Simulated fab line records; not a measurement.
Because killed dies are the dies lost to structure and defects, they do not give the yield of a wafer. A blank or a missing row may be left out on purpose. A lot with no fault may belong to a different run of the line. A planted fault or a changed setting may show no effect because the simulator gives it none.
Chamber matching -- flow nand_harc -- rie_diel-01 running NHARC_P_GATE_STRIP_101: 4 sister chambers
The step strips in O2, time 20 s. 18 wafers are shown with their chamber, then 9 later ones without.

## EACH WAFER AND ITS CHAMBER
wafer,chamber,drypump_motor_current_A (A),rf_vpp_V (V),oes_product_au (a.u.)
L074.1,1,5.4,56.1,1.003
L074.3,3,5.9,57.8,1.010
L074.6,1,5.4,58.5,0.996
L075.1,2,5.8,58.1,1.002
L075.2,0,6.0,55.8,1.005
L075.5,1,5.4,57.7,1.005
L080.1,3,5.8,59.2,0.991
L080.4,2,5.8,57.8,0.994
L080.6,2,5.8,58.4,0.991
L082.2,0,6.0,57.7,0.982
L082.3,1,5.4,57.3,0.993
L082.5,2,5.8,58.2,0.984
L085.3,0,6.1,57.1,0.990
L085.4,2,5.7,59.6,0.974
L085.5,3,5.8,57.6,0.975
L086.3,3,5.8,58.9,0.986
L086.5,1,5.4,57.4,0.995
L086.6,0,6.0,56.9,0.988

SIGNATURES (averages over the wafers above)
reading,chamber 0,chamber 1,chamber 2,chamber 3,scatter within a chamber
drypump_motor_current_A,6.025,5.400,5.780,5.825,0.0405
rf_vpp_V,56.875,57.400,58.420,58.375,0.788
oes_product_au,0.99125,0.99840,0.98900,0.99050,0.0103
Rule: distance of a wafer from a chamber = root of the sum over the readings of ((wafer's reading minus chamber's mean) / reading's scatter) squared. The wafer belongs to the nearest chamber; if the next one is less than 2 further off, it can't be placed. The scatter: take each reading less its chamber's mean, square it, sum over the shown wafers, divide by the number of wafers less the number of chambers, and take the root.

## WAFERS WHOSE CHAMBER IS MISSING
wafer,drypump_motor_current_A (A),rf_vpp_V (V),oes_product_au (a.u.)
L090.3,5.4,57.5,0.997
L090.5,5.9,59.3,0.989
L090.6,6.0,57.9,0.980
L094.2,5.9,57.6,0.977
L094.3,5.4,57.3,0.992
L094.4,6.0,57.1,0.977
L097.1,6.0,56.4,0.982
L097.3,5.4,59.5,0.988
L097.5,6.1,56.7,0.977

## EACH ONE'S CHAMBER
wafer,from the rows above,in truth
L090.3,1,1
L090.5,can't be placed: 3 or 2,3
L090.6,0,0
L094.2,can't be placed: 3 or 2 or 0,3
L094.3,1,1
L094.4,0,0
L097.1,0,0
L097.3,1,1
L097.5,0,0
Placed correctly: 7 of 9. Can't be placed from these rows: 2 (the true chamber is among the candidates in 2). 0 placed wrongly.
